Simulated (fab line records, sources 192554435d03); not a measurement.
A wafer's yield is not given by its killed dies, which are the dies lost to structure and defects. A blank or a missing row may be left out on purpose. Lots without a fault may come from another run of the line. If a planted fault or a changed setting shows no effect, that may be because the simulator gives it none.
Problem report, 8D (eight disciplines) form, completed by code :: flow n5 finfet :: the parts of the form that need people (team, actions taken, sign-off) are left out

== 1. THE PROBLEM ==
Wafers without a fault read 37.1 s, standard deviation 0.76; etch rf on time s at N5_GATE_CUT_CUT_ETCH_54 reads a mean of 23.0 s on 2 wafers belonging to 2 lots. Relative to the usual mean, that is a shift of -19 standard deviations.
The step: etches TiN in Cl2/BCl3, target depth 96.7 nm.
The first sign was on wafer L792.2 at day 6 06:44, on rie metal-02. At this step, 26 wafers from 9 lots have a number in the record. The rule behind "out" and "out of limits": a value lying over 4 standard deviations away from the usual mean. The other wafers with a number count as sound.

== 2. WHAT IT IS AND WHAT IT IS NOT ==
question: which readings at this step
is: etch rf on time s
is not: drypump motor current A, throttle valve pct

question: which lots
is: L792, L795
is not: L787, L788, L800, L805, L806, L807, L808

question: which wafers of those lots
is: L792.2, L795.2
is not: L792.4, L792.5, L795.6

question: read on which tools
is: rie metal-02
is not: rie metal-01, rie metal-03

question: when
is: from day 6 06:44
is not: up to then (8 sound wafers); but 16 sound wafers of L795, L800, L805, L806, L807, L808 came after

== 3. WHAT RULES OUT EACH SUSPECT ==
Counting: any tool at a process step up to the reading remains a suspect provided it ran every lot that is out. Sound lots after the first of them don't rule it out here, since some wafers of a struck lot are sound.
- rie metal-02 at N5_GATE_CUT_CUT_ETCH_54 (etches TiN in Cl2/BCl3, target depth 96.7 nm): kept. Ran every lot that is out, first one L792 (day 6 06:44); last sound lot up to then L787 (day 5 00:20). Its own etch rf on time s readings are out on those wafers.
The count leaves rie metal-02 at N5_GATE_CUT_CUT_ETCH_54.

== 4. THE CAUSE (what the simulator had put in) ==
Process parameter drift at N5_GATE_CUT_CUT_ETCH_54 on rie metal-02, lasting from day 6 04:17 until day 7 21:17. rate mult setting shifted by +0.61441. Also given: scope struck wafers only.
This tool alone remained once counting was done.

== 5. SEQUENCE OF EFFECTS, ordered by route ==
One row per reading whose mean, taken over the struck wafers that have a number, lies over 3 standard deviations from the usual. Scope: only readings with a usual standard deviation given in the record; hours: median across lots of the time from each lot's start at the first step in this table that gives one to its start at this step; sigmas: change in usual standard deviations.
hours: 0
step: N5_GATE_CUT_CUT_ETCH_54
reading: etch rf on time s
usual: 37.1 s
on struck wafers: 23.0
change: -14.1
sigmas: -19

hours: 0
step: N5_GATE_CUT_CUT_ETCH_54
reading: oes product au
usual: 0.61 a.u.
on struck wafers: 0.81
change: +0.20
sigmas: +3.5
Its process steps:
- N5_GATE_CUT_CUT_ETCH_54: etches TiN in Cl2/BCl3, target depth 96.7 nm.
Later steps that measure or inspect, where all struck wafers having a row at the step show a number for every such reading and not one has moved that far: N5_BEOL_M4_RC_MEAS_101.

== 6. WHAT WOULD HAVE CAUGHT IT SOONER ==
The fault began at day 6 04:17; the first out-of-limits reading in this record came at day 6 06:44, 2 hours later.
